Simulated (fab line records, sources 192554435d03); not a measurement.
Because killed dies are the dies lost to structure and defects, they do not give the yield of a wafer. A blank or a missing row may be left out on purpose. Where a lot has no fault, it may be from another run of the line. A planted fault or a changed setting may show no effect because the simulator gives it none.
Split-lot experiment + flow n5Finfet + 21 wafers read across 7 lots, on a route 1938 steps long

## ON THE SPLIT
At N5_WELL_APT_EXPOSE_05 (exposes mask NWELL, defocus 0 nm, target cd 200 nm), the setting doseMj was moved away from the recipe's 20.3 on 10 of the 21 wafers read, by -6.6% to +3.4%. This setting was run at the recipe's value on the other wafers.

## FROM THE SPLIT TO THE READING: what the file shows between them, 3 steps
- N5_WELL_APT_PEB_06: peb time 90 s
- N5_WELL_APT_DEVELOP_07: develop time 45 s
- N5_WELL_APT_HARDBAKE_12: time 120 s

## THE READING
Shown in nm: cdNm at N5_WELL_APT_CD_MEAS_08, with target cd 200 nm. Fault-free wafers of this fab line usually give 199.2 nm, standard deviation 1.8 nm.

| wafer  | tool, chamber at the split | doseMj as run | against the recipe | cdNm, nm | against lot-mates on the recipe |
|--------|----------------------------|---------------|--------------------|----------|---------------------------------|
| L079.2 | krfScanner-02, 0           | 20.3          | recipe             | 200.1    | -                               |
| L079.3 | krfScanner-02, 0           | 20.3          | recipe             | 202.8    | -                               |
| L079.4 | krfScanner-02, 0           | 18.96         | -6.6%              | 191.3    | -10.1                           |
| L084.2 | krfScanner-01, 0           | 19.69         | -3.0%              | 195.3    | no lot-mate on the recipe       |
| L084.3 | krfScanner-01, 0           | 19.69         | -3.0%              | 194.1    | no lot-mate on the recipe       |
| L084.5 | krfScanner-01, 0           | 19.69         | -3.0%              | 192.4    | no lot-mate on the recipe       |
| L089.3 | krfScanner-02, 0           | 19.8          | -2.5%              | 194.1    | -4.0                            |
| L089.5 | krfScanner-02, 0           | 19.8          | -2.5%              | 191.5    | -6.6                            |
| L089.6 | krfScanner-02, 0           | 20.3          | recipe             | 198.1    | -                               |
| L092.1 | krfScanner-01, 0           | 19.38         | -4.5%              | 191.9    | no lot-mate on the recipe       |
| L092.2 | krfScanner-01, 0           | 19.38         | -4.5%              | 193.7    | no lot-mate on the recipe       |
| L092.5 | krfScanner-01, 0           | 19.38         | -4.5%              | 193.7    | no lot-mate on the recipe       |
| L093.1 | krfScanner-01, 0           | 20.3          | recipe             | 197.0    | -                               |
| L093.4 | krfScanner-01, 0           | 20.3          | recipe             | 197.6    | -                               |
| L093.6 | krfScanner-01, 0           | 20.3          | recipe             | 199.9    | -                               |
| L096.2 | krfScanner-02, 0           | 20.3          | recipe             | 203.6    | -                               |
| L096.3 | krfScanner-02, 0           | 20.3          | recipe             | 198.1    | -                               |
| L096.5 | krfScanner-02, 0           | 20.99         | +3.4%              | 208.5    | +7.7                            |
| L097.1 | krfScanner-02, 0           | 20.3          | recipe             | 198.2    | -                               |
| L097.4 | krfScanner-02, 0           | 20.3          | recipe             | 199.9    | -                               |
| L097.6 | krfScanner-02, 0           | 20.3          | recipe             | 200.6    | -                               |

THE FIT
A straight line over all 21 wafers: cdNm changes by +1.68 nm for each +1% of doseMj; r = +0.88; the points scatter about the line by 2.2 nm.
The same after taking each lot's own level away (the mean of its wafers on the recipe; 15 wafers): +1.78 nm for each +1%; r = +0.92; scatter 1.7 nm.
Per that fit: largest doseMj move, reading shift of 12 nm.
The span of the lots' own levels, 198.10 to 201.45 nm, comes to 1.9 times the standard deviation stated above.
So the lot-to-lot level changes the slope little: the two slopes agree.
Check: -14.5 nm against its lot-mates is what the line predicts for one of the wafers moved furthest among these (-6.6%) when that wafer is left out of the fit. It came out at -10.1 nm against them.

## THE WHOLE CHAIN: every reading that the file lists as answering this split, in the file's order
| step                   | what it does             | reading                                                        | change (the file's fit)              | r (the file's) |
|------------------------|--------------------------|----------------------------------------------------------------|--------------------------------------|----------------|
| N5_WELL_APT_CD_MEAS_08 | target cd 200 nm         | cdNm                                                           | +1.74 nm for each +1% of the setting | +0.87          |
| N5_WELL_APT_DESCUM_13  | chemistry O2, time 7.9 s | WELL_APT.cdNm (the simulator's own value, which no gauge read) | +1.74 nm for each +1% of the setting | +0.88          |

## FILE'S OWN FIT
cdNm changes by +1.74 nm for each +1% of doseMj, r = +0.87.
